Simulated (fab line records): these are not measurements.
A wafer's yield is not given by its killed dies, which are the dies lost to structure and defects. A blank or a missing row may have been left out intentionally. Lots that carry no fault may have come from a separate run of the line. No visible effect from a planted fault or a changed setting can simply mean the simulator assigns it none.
Matching of chambers -- flow n5-finfet -- N5_STI_FIN_REVEAL_CMP_04 on cmp-04 has 4 sister chambers
The step polishes, stops on Si3N4, t overpolish 4 s, target thk 131.83 nm. 14 wafers are shown with their chamber, then 7 later ones without.

WAFERS WITH THEIR CHAMBER
wafer,chamber,motor-current-A (A),time-to-endpoint-s (s),overpolish-run-s (s)
L080.3,1,6.5,101,4.001
L080.5,0,10.1,108,3.988
L080.6,1,6.7,103,3.997
L081.2,0,10.3,113,3.997
L081.3,1,7.1,108,4.005
L081.4,3,6.8,107,4.001
L086.2,0,9.8,111,4.002
L086.3,2,8.3,112,4.001
L086.6,3,7.0,110,4.012
L087.1,0,9.6,113,3.990
L087.3,3,6.8,111,4.016
L087.6,0,9.7,116,4.011
L093.1,3,7.2,100,3.997
L093.3,1,7.3,103,4.008

SIGNATURES (means of the wafers above)
reading,chamber 0,chamber 1,chamber 2,chamber 3,scatter within a chamber
motor-current-A,9.900,6.900,8.300,6.950,0.292
time-to-endpoint-s,112.20,103.75,112.00,107.00,3.68
overpolish-run-s,3.99760,4.00275,4.00100,4.00650,0.00812
Rule: for a wafer and a chamber, the distance is found by dividing, reading by reading, the gap between the wafer's reading and the chamber's mean by the reading's scatter, squaring, summing and taking the root. If the next closest chamber is less than 2 further off than the closest, the wafer can't be placed; otherwise it belongs to the closest. The scatter: take each reading less its chamber's mean, square it, sum over the shown wafers, divide by the number of wafers less the number of chambers, and take the root.

WAFERS WHOSE CHAMBER IS MISSING
wafer,motor-current-A (A),time-to-endpoint-s (s),overpolish-run-s (s)
L093.4,8.4,104,4.008
L094.1,10.2,98,3.993
L094.5,9.7,95,3.994
L094.6,7.1,98,4.009
L097.1,8.1,106,4.005
L097.3,7.3,104,3.997
L097.5,6.7,106,3.996

CHAMBER TAKEN BY EACH
wafer,from the rows above,in truth
L093.4,2,2
L094.1,0,0
L094.5,can't be placed: 0 or 2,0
L094.6,can't be placed: 1 or 3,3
L097.1,2,2
L097.3,can't be placed: 1 or 3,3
L097.5,can't be placed: 1 or 3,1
3 of 7 placed correctly. From these rows, 4 cannot be placed; in 4 the true chamber is one of the candidates. Wrongly placed: 0.
